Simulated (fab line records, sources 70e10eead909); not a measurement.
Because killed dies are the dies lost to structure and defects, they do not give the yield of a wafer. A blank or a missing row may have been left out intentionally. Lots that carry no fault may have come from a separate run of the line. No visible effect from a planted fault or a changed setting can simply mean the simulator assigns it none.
Which tool is to blame?    flow nand-harc    at 1 step of a route of 1159, 6 lots with 17 wafers sampled

== WHAT THE GAUGES SHOWED, per wafer ==
NHARC_A_SLIT_OVL_MEAS_10.
lot   measured      on          overlay-x-nm (nm)
L613  day 15 05:54  overlay-02  0.4 1.5 0.2
L615  day 16 04:09  overlay-01  0.0 -0.3 -0.2
L618  day 16 13:01  overlay-01  0.3 0.8 0.0
L623  day 17 23:52  overlay-02  -1.6 -1.4 -1.7
L626  day 18 14:08  overlay-02  0.4 1.2
L628  day 19 02:44  overlay-02  -1.2 0.1 -0.6

== EACH LOT AND THE TOOL THAT RAN IT (in order: tool; ch and the chambers of the sampled wafers; start) ==
No process step before these readings appears in the record.

== THE ANSWER, worked out from the rows above alone ==
Rule: usual is defined by the lots themselves. Put in order of their means at a reading, lots are off if they are a third of the lots or fewer, leave a main group of 4 or more, and stand apart from it by a gap of 3 or more times the standard deviation of the main group's means; of several such gaps the widest counts. Not used: any main group whose means are identical at the precision the tables above print for the reading. A lot without any number at a reading at which 4 lots or more have one is off too. The other lots that the step has rows for count as sound.
Across all readings shown, no lot is off: no conclusion can be drawn from this.

== WHAT THE SIMULATOR HAD PUT IN ==
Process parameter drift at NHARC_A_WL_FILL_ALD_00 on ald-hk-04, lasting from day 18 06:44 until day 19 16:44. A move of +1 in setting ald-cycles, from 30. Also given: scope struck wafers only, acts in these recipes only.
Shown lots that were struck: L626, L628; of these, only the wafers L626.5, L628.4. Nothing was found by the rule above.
